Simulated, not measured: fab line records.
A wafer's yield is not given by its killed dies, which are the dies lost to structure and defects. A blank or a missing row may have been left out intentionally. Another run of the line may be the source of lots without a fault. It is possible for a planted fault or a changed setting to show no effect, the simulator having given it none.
Chamber matching / flow nand harc / pecvd-04 running NHARC_A_CONTACT_DEP_24: 3 sister chambers
The step deposits SiO2, target thk 500 nm. 6 wafers are shown with their chamber, then 12 later ones without.

EACH WAFER AND ITS CHAMBER
wafer=L080.3; chamber=1; throttle valve pct (%)=15.9; heater power w (W)=591
wafer=L084.4; chamber=1; throttle valve pct (%)=15.7; heater power w (W)=588
wafer=L084.6; chamber=2; throttle valve pct (%)=15.4; heater power w (W)=608
wafer=L090.1; chamber=0; throttle valve pct (%)=16.7; heater power w (W)=453
wafer=L090.5; chamber=2; throttle valve pct (%)=15.5; heater power w (W)=594
wafer=L090.6; chamber=0; throttle valve pct (%)=16.6; heater power w (W)=485

WAFERS WITHOUT THEIR CHAMBER
wafer=L093.1; throttle valve pct (%)=16.5; heater power w (W)=489
wafer=L093.4; throttle valve pct (%)=15.4; heater power w (W)=603
wafer=L093.6; throttle valve pct (%)=16.0; heater power w (W)=536
wafer=L092.1; throttle valve pct (%)=16.5; heater power w (W)=535
wafer=L092.2; throttle valve pct (%)=15.5; heater power w (W)=648
wafer=L092.5; throttle valve pct (%)=16.0; heater power w (W)=542
wafer=L095.1; throttle valve pct (%)=16.4; heater power w (W)=508
wafer=L095.2; throttle valve pct (%)=16.3; heater power w (W)=616
wafer=L095.4; throttle valve pct (%)=16.4; heater power w (W)=518
wafer=L096.1; throttle valve pct (%)=16.5; heater power w (W)=408
wafer=L096.3; throttle valve pct (%)=15.8; heater power w (W)=575
wafer=L096.4; throttle valve pct (%)=16.1; heater power w (W)=449

EACH ONE'S CHAMBER
wafer=L093.1; from the rows above=0; in truth=0
wafer=L093.4; from the rows above=2; in truth=2
wafer=L093.6; from the rows above=1; in truth=1
wafer=L092.1; from the rows above=0; in truth=0
wafer=L092.2; from the rows above=can't be placed: 2 or 1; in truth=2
wafer=L092.5; from the rows above=1; in truth=1
wafer=L095.1; from the rows above=0; in truth=0
wafer=L095.2; from the rows above=1; in truth=1
wafer=L095.4; from the rows above=0; in truth=0
wafer=L096.1; from the rows above=0; in truth=0
wafer=L096.3; from the rows above=1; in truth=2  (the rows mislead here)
wafer=L096.4; from the rows above=0; in truth=0
Placed correctly: 10 of 12. Not placeable from these rows: 1 (in 1, the candidates include the true chamber). 1 placed wrongly.
How it was worked out, from the rows above alone: a wafer's distance from a chamber is the root of the sum, over the readings, of the square of ((its reading less the chamber's mean) divided by the reading's scatter). If the next closest chamber is less than 2 further off than the closest, the wafer can't be placed; otherwise it belongs to the closest. For every chamber, the mean is computed from those of its wafers that are shown. The scatter is the square root of a quotient: the sum, over the shown wafers, of each reading's squared deviation from its chamber's mean, divided by wafers minus chambers.
